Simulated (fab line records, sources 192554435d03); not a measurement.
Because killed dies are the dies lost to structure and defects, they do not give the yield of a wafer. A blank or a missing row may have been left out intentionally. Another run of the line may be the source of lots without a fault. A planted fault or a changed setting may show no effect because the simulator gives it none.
A struck lot beside a sound one || flow n5 finfet || 16 steps out of a route of 1938
Sound: wafers L134.1, L134.2, L134.4. Wafers struck: L137.1, L137.2, L137.5. At the end, the cause is stated.
For every step that has rows: the tool of each side, followed by ch and its chambers, followed by its first start. Under that, the readings that differ: sound wafers || struck wafers || difference of the means || sigmas: that difference in standard deviations of wafers without a fault.
alike: same words and numbers on both sides, and readings whose means sit less than 2 such deviations apart. not compared: any withheld reading, any reading some wafer has no value for, any bound like >300 that may hide the same value, and any number with overlapping values for which the record gives no deviation.
Wherever a step has rows on one side only, a row that says differs or no value, or a row with sigmas, the two part there. Numbers that have no deviation but don't overlap get no sigmas and don't part them. Lack of a reading on every wafer of one side parts them only where that side has two or more wafers.

first, 3 steps without rows for these wafers: N5_HKMG_FIN_EXPOSE_46 (exposes mask NDIPOLE); N5_HKMG_FIN_PEB_47 (peb time 60 s); N5_HKMG_FIN_DEVELOP_48 (develop time 30 s).
N5_HKMG_FIN_CD_MEAS_49 targets a cd of 202 nm.
  sound on cd sem-03 ch 0, day 6 04:01; struck on cd sem-01 ch 0, day 8 06:48
  alike: cd nm
N5_HKMG_FIN_OVL_MEAS_50:
  sound on overlay-02 ch 0, day 6 04:02; struck on overlay-01 ch 0, day 8 06:50
  alike: NDIPOLE_OVL
N5_HKMG_FIN_INSPECT_61: inspects for defects (macro).
  sound on defect inspect-01, day 6 04:04; struck on defect inspect-01, day 8 06:51
{"reading": "raw defect count", "sound": "6 3 2", "struck": "0 0 0", "difference": -4, "sigmas": -2}
N5_HKMG_FIN_DESCUM_53: chemistry O2, time 7.9 s.
  sound on rie diel-05 ch 0,3, day 6 04:06; struck on rie diel-06 ch 0,1,3, day 8 06:53
  alike: drypump motor current A, oes product au, rf fwd power W, rf vpp V, showerhead plenum p Torr, throttle valve pct
  not compared: rf hours counter h
N5_HKMG_FIN_ETCH_54: etches SiARC in CF4, target depth 45.5 nm, time 75.8 s.
  sound on rie diel-05 ch 0,3, day 6 04:08; struck on rie diel-06 ch 0,1,3, day 8 06:55
{"reading": "rf vpp V (V)", "sound": "184.5 181.6 181.9", "struck": "184.4 186.9 184.5", "difference": "+2.6", "sigmas": "+2"}
  alike: drypump motor current A, etch rf on time s, oes product au, rf fwd power W, showerhead plenum p Torr, throttle valve pct
  not compared: rf hours counter h
N5_HKMG_FIN_ETCH_55: etches SOC in N2/H2, target depth 240 nm, time 300 s.
  sound on rie diel-05 ch 0,3, day 6 04:11; struck on rie diel-06 ch 0,1,3, day 8 06:59
  alike: drypump motor current A, oes product au, rf fwd power W, rf vpp V, showerhead plenum p Torr, throttle valve pct
  not compared: rf hours counter h
then, 1 step without rows for these wafers: N5_HKMG_FIN_STRIP_56 (strips in N2/H2).
N5_HKMG_FIN_STRIP_57: strips in CF4.
  sound on rie diel-05 ch 0,3, day 6 04:23; struck on rie diel-06 ch 0,1,3, day 8 07:10
  alike: bias power w, cf4 flow sccm, drypump motor current A, oes product au, rf vpp V, showerhead plenum p Torr, throttle valve pct
  not compared: rf fwd power W, rf hours counter h
N5_HKMG_FIN_ETCH_58: etches SOC in N2/H2, target depth 215.8 nm, time 741 s.
  sound on rie diel-05 ch 0,3, day 6 04:24; struck on rie diel-06 ch 0,1,3, day 8 07:11
  alike: drypump motor current A, oes product au, rf fwd power W, rf vpp V, showerhead plenum p Torr, throttle valve pct
  not compared: rf hours counter h
N5_HKMG_FIN_STRIP_93: strips SOC in N2/H2, time 20 s.
  sound on rie diel-05 ch 0,3, day 6 04:49; struck on rie diel-06 ch 0,1,3, day 8 07:37
  no value came back on the struck wafers for any of 8 readings (bias power w (W), chamber pressure mTorr (mTorr) and others); on the sound wafers bias power w (W) reads 7.995 7.997 7.967
  not compared: rf hours counter h, model.SOC_of_HKMG_FIN_COAT_41.thk nm
then, 1 step without rows for these wafers: N5_HKMG_FIN_WET_ETCH_76 (etches Al2O3 in dNH4OH, stops on La2O3, target depth 2.25 nm, rinse time 30 s).
-- a jump in the record: the struck wafers' starts before and after are 4 days apart (it breaks off in module HKMG_FIN and resumes in module BEOL_M4, where the first step shown is number 1111 of the route) --
N5_BEOL_M4_RC_MEAS_101:
  sound on prober-02 ch 0, day 10 12:01; struck on prober-01 ch 0, day 11 21:57
{"reading": "DIBL_N (mV/V)", "sound": "34.0 34.9 30.1", "struck": "41.1 41.0 39.7", "difference": "+7.6", "sigmas": "+4"}
{"reading": "DIBL_P (mV/V)", "sound": "34.7 35.6 30.5", "struck": "41.6 41.4 39.4", "difference": "+7.2", "sigmas": "+3"}
{"reading": "IOFF_N (nA/um)", "sound": "0.15 0.17 0.09", "struck": "0.26 0.24 0.22", "difference": "+0.10", "sigmas": "+3"}
{"reading": "SS_P (mV/dec)", "sound": "73.5 73.0 72.4", "struck": "74.0 75.2 74.5", "difference": "+1.6", "sigmas": "+2"}
{"reading": "VT_N (mV)", "sound": "250 248 255", "struck": "240 244 244", "difference": -8, "sigmas": -2}
  alike: IOFF_P, ION_N, ION_P, SS_N, VT_P
-- record jumps: 5 days separate the struck wafers' starts on either side; left off in module BEOL_M4, taken up again in module PASSIVATION, whose first shown step is the route's number 1936 --
N5_PASSIVATION_PROBE_49:
  sound on prober-01, day 14 23:19; struck on prober-01, day 16 13:31
{"reading": "sort_bin_8_speed (%)", "sound": "0 0 0", "struck": "0 0 0.08", "difference": "+0", "sigmas": "+4"}
  alike: defect limited yield, killed_at_M0_to_M3, killed_at_M4_up, killed at contacts, killed at front end, killed at other, killed dies, killed open, killed short, sort_bin_4_leakage, sort_bin_5_function, sort_bin_6_memory, sort n pass, sort yield pct

WHERE THEY PART
Earliest at N5_HKMG_FIN_INSPECT_61; latest, in this record, at N5_PASSIVATION_PROBE_49.

WHY: what the simulator had put in
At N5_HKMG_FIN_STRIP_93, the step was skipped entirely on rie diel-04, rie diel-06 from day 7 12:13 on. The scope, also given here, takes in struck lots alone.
